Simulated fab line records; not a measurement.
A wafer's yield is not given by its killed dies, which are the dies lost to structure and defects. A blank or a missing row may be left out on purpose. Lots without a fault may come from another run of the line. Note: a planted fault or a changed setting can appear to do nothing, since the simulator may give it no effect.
Shared-tool check :: flow nandHarc :: 1 lot, 1 wafer sampled

WHY THIS WAS OPENED
At NHARC_END_SORT_01 the reading killedAtPeriphery is flagged on 1 of 1 lot. Wafers without a fault read 3.7, standard deviation 2.5.
Rule: a lot is flagged when every wafer of it that has a number lies more than 4 standard deviations from that mean, or none has a number. The other lots count as sound.

lot: L985
measured: day 23 21:06
on: prober-01
killedAtPeriphery, wafer by wafer: 79
flag: FLAGGED
On average the flagged lots' numbers are 79.0, which is +75.3 against the usual, or +30 standard deviations.

WHICH TOOL EACH LOT WENT THROUGH
3 process steps preceding the reading are held in the record, out of 1159 steps in the route. In each cell: the tool, then ch and the chambers that the sampled wafers went through, then the start.
lot: L985
flag: FLAGGED
NHARC_P_CONTACT_CVD_23: cvdW-01 ch 1, day 8 18:40
NHARC_P_CONTACT_CMP_24: cmp-03 ch 1, day 8 19:19
NHARC_P_M0_ETCH_34: rieDiel-09 ch 1, day 8 23:40
These steps, and what they do:
- NHARC_P_CONTACT_CVD_23: deposits W, target thk 200 nm, time 557 s.
- NHARC_P_CONTACT_CMP_24: polishes, t overpolish 30 s, target thk 200 nm.
- NHARC_P_M0_ETCH_34: etches the open film in N2/H2, target depth 40 nm, overetch 12 nm, time 43.94 s.
- NHARC_END_SORT_01

FLAGGED OVER TOTAL, TOOL BY TOOL (the gauges that took the reading come last)
step: NHARC_P_CONTACT_CVD_23
tool: cvdW-01
lots run: 1
flagged: 1
share of the flagged lots: all
sound lots run after its first flagged lot: 0

step: NHARC_P_CONTACT_CMP_24
tool: cmp-03
lots run: 1
flagged: 1
share of the flagged lots: all
sound lots run after its first flagged lot: 0

step: NHARC_P_M0_ETCH_34
tool: rieDiel-09
lots run: 1
flagged: 1
share of the flagged lots: all
sound lots run after its first flagged lot: 0

step: NHARC_END_SORT_01
tool: prober-01
lots run: 1
flagged: 1
share of the flagged lots: all
sound lots run after its first flagged lot: 0

THE TABLE: WHAT IT ALLOWS
4 rows of the table ran every flagged lot: cvdW-01 at NHARC_P_CONTACT_CVD_23, cmp-03 at NHARC_P_CONTACT_CMP_24, rieDiel-09 at NHARC_P_M0_ETCH_34, prober-01 at NHARC_END_SORT_01.
- cvdW-01 at NHARC_P_CONTACT_CVD_23: 1 of its 1 lot flagged. The start can't be narrowed down: in this sample, it ran no sound lot prior to its first flagged lot.
- cmp-03 at NHARC_P_CONTACT_CMP_24: 1 of its 1 lot flagged. The start can't be narrowed down: in this sample, it ran no sound lot prior to its first flagged lot.
- rieDiel-09 at NHARC_P_M0_ETCH_34: 1 of its 1 lot flagged. The start can't be narrowed down: in this sample, it ran no sound lot prior to its first flagged lot.
- prober-01 at NHARC_END_SORT_01: 1 of its 1 lot flagged. The start can't be narrowed down: in this sample, it ran no sound lot prior to its first flagged lot.
Counting lots can't tell these 4 tools apart, because each fits a fault that began at some hour. More lots, or a look at what each step does to the wafer, might.

WHAT WAS PUT IN BY THE SIMULATOR
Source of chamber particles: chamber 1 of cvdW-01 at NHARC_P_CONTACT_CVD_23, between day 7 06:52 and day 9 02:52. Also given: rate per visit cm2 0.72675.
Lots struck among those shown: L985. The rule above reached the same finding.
